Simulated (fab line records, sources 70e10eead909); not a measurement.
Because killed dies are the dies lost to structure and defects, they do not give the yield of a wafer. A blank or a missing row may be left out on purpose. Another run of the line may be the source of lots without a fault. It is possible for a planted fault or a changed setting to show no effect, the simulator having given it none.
Which tool is to blame?	flow nand_harc	14 lots with 40 wafers sampled at 6 steps, on a route of 1159 steps

WHAT THE GAUGES SHOWED, per wafer
NHARC_A_ONON_D1_THK_MEAS_18: measures by ellipsometry.
lot	measured	on	thk_nm (nm)
L924	day 8 07:32	film_metro-01	1014 1012 1013
L925	day 8 07:11	film_metro-02	1012 1013 1013
L927	day 8 07:12	film_metro-01	995 994 994
L928	day 8 22:45	film_metro-02	999 998 998
L929	day 8 22:44	film_metro-01	1000 1000 1001
L930	day 9 17:49	film_metro-02	1001 1001 1000
L931	day 9 17:49	film_metro-02	993 992 995
L936	day 11 00:43	film_metro-02	1552 1020
L937	day 11 13:55	film_metro-02	1527 993
L940	day 11 21:30	film_metro-01	1019 1020 1019
L941	day 12 06:52	film_metro-01	992 992 992
L943	day 12 10:42	film_metro-02	1006 1006 1006
L944	day 12 21:16	film_metro-01	995 996 995
L946	day 13 05:32	film_metro-02	1001 1004 1003

NHARC_A_ONON_D1_INSPECT_32.
lot	measured	on	raw_defect_count
L924	day 8 10:24	defect_inspect-02	51 37 52
L925	day 8 10:09	defect_inspect-02	75 97 77
L927	day 8 10:13	defect_inspect-02	55 100 73
L928	day 9 01:36	defect_inspect-02	33 50 61
L929	day 9 01:40	defect_inspect-01	52 49 100
L930	day 9 20:50	defect_inspect-01	40 81 74
L931	day 9 20:58	defect_inspect-02	109 60 54
L936	day 11 03:38	defect_inspect-01	82 73
L937	day 11 17:02	defect_inspect-02	104 122
L940	day 12 00:19	defect_inspect-01	55 46 93
L941	day 12 09:40	defect_inspect-02	37 41 60
L943	day 12 13:30	defect_inspect-02	71 78 64
L944	day 13 00:14	defect_inspect-01	52 80 56
L946	day 13 08:35	defect_inspect-01	83 86 70

NHARC_END_SORT_01.
lot	measured	on	killed_at_array	killed_at_other	killed_at_periphery	killed_dies	killed_open	killed_short
L936	day 22 22:19	prober-02	676 25	0 0	1 1	677 26	1 4	3 2
L937	day 24 22:47	prober-02	670 35	2 2	5 5	677 42	1 2	4 5

WHAT TOOL EACH LOT RAN ON (gives the tool, then ch and the chambers of the sampled wafers, and finally the start)
lot	NHARC_P_BONDPAD_PVD_27	NHARC_P_BONDPAD_CMP_19	NHARC_A_ONON_D1_DEP_16
L924	pvd_sputter-03, day 6 20:46 or earlier	cmp-03 ch 1,2, day 6 20:46	pecvd_onon-03 ch 0, day 8 07:05
L925	pvd_sputter-02, day 6 21:24 or earlier	cmp-03 ch 0,1, day 6 21:24	pecvd_onon-03 ch 0, day 8 06:47
L927	pvd_sputter-01, day 7 00:02 or earlier	cmp-01 ch 0,1,3, day 7 00:02	pecvd_onon-04 ch 0, day 8 06:41
L928	pvd_sputter-02, day 7 11:48 or earlier	cmp-04 ch 0,2, day 7 11:48	pecvd_onon-02 ch 0, day 8 22:16
L929	pvd_sputter-03, day 7 15:35 or earlier	cmp-01 ch 0,1,2, day 7 15:35	pecvd_onon-04 ch 0, day 8 22:13
L930	pvd_sputter-02, day 8 04:08 or earlier	cmp-03 ch 0,2,3, day 8 04:08	pecvd_onon-02 ch 0, day 9 17:18
L931	pvd_sputter-01, day 8 10:05 or earlier	cmp-01 ch 1,2, day 8 10:05	pecvd_onon-03 ch 0, day 9 17:26
L936	pvd_sputter-02, day 9 14:16 or earlier	cmp-03 ch 1, day 9 14:16	pecvd_onon-03 ch 0, day 11 00:15
L937	pvd_sputter-01, day 9 22:16 or earlier	cmp-01 ch 1,2, day 9 22:16	pecvd_onon-03 ch 0, day 11 13:34
L940	pvd_sputter-01, day 10 14:34 or earlier	cmp-01 ch 1,3, day 10 14:34	pecvd_onon-02 ch 0, day 11 21:07
L941	pvd_sputter-02, day 10 19:27 or earlier	cmp-04 ch 0,3, day 10 19:27	pecvd_onon-02 ch 0, day 12 06:21
L943	pvd_sputter-03, day 11 00:52 or earlier	cmp-01 ch 0,1,2, day 11 00:52	pecvd_onon-02 ch 0, day 12 10:11
L944	pvd_sputter-02, day 11 10:12 or earlier	cmp-01 ch 1,2, day 11 10:12	pecvd_onon-04 ch 0, day 12 20:52
L946	pvd_sputter-02, day 11 19:47 or earlier	cmp-04 ch 1,2,3, day 11 19:47	pecvd_onon-04 ch 0, day 13 05:02
- NHARC_P_BONDPAD_PVD_27: deposits Cu, target thk 30 nm, time 20.49 s.
- NHARC_P_BONDPAD_CMP_19: polishes, t overpolish 30 s, cu recess touch 16 s, target thk 160.81 nm.
- NHARC_A_ONON_D1_DEP_16: target thk 1000 nm.

WHAT THE TOOLS THEMSELVES READ (means of the sampled wafers that have a number; where no wafer has one, the mark that the record gives instead)
NHARC_P_BONDPAD_PVD_27.
lot	tool	cathode_dc_power_W (W)	throttle_valve_pct (%)
L924	pvd_sputter-03	5000.5	29.4
L925	pvd_sputter-02	4999.7	28.9
L927	pvd_sputter-01	4999.6	29.5
L928	pvd_sputter-02	4999.6	29.0
L929	pvd_sputter-03	4999.8	29.6
L930	pvd_sputter-02	5000.7	29.9
L931	pvd_sputter-01	4999.4	29.5
L936	pvd_sputter-02	5001.7	30.9
L937	pvd_sputter-01	4999.6	28.9
L940	pvd_sputter-01	5000.3	29.0
L941	pvd_sputter-02	4999.8	30.4
L943	pvd_sputter-03	5000.2	29.4
L944	pvd_sputter-02	4999.6	29.5
L946	pvd_sputter-02	5000.2	30.0

NHARC_P_BONDPAD_CMP_19.
lot	tool	motor_current_A (A)	overpolish_run_s (s)
L924	cmp-03	12.2	29.999
L925	cmp-03	11.3	29.995
L927	cmp-01	11.8	29.994
L928	cmp-04	11.7	30.000
L929	cmp-01	12.1	29.998
L930	cmp-03	11.5	30.005
L931	cmp-01	12.5	29.997
L936	cmp-03	11.4	30.001
L937	cmp-01	11.9	30.005
L940	cmp-01	11.4	30.009
L941	cmp-04	12.2	29.987
L943	cmp-01	12.6	30.004
L944	cmp-01	12.6	30.001
L946	cmp-04	12.0	30.002

THE ANSWER, worked out from the rows above alone
Rule: usual is defined by the lots themselves. The widest of any qualifying gaps counts: lots, ordered by their means at a reading, are off when they make up no more than a third of the lots, leave a main group of 4 or more, and stand apart from it by 3 or more times the standard deviation of that group's means. A main group whose means are all the same, to the digits that the tables above print for the reading, isn't used. Also off: a lot with no number at a reading for which 4 or more lots have one. All remaining lots with rows at the step are treated as sound. The gauges are gone through in route order, then the tools' own readings, and for those a lot's mean is taken as printed above. The first step at which some lot is off is used, and at that step the reading that is off furthest; a lot without a number counts as furthest.
Off: L936, L937 (NHARC_A_ONON_D1_THK_MEAS_18, thk_nm). Main group: mean 1002 nm, sd 8.4.
If a tool, at a process step before that reading, ran all the lots that are off and no sound lot after the first of them, it fits. The gauges at NHARC_A_ONON_D1_THK_MEAS_18 are tried like those tools. Because NHARC_P_BONDPAD_PVD_27 lacks a start for some lots, the hours and order of its lots are taken from NHARC_P_BONDPAD_CMP_19. One fits: NHARC_A_ONON_D1_DEP_16 on pecvd_onon-03. A fault onset in the window from L931 (day 9 17:26, its last sound lot) to L936 (day 11 00:15, its first lot off) fits.

WHAT THE SIMULATOR HAD INSERTED
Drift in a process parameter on pecvd_onon-03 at NHARC_A_ONON_D1_DEP_16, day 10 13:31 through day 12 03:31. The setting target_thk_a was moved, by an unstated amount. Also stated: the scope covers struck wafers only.
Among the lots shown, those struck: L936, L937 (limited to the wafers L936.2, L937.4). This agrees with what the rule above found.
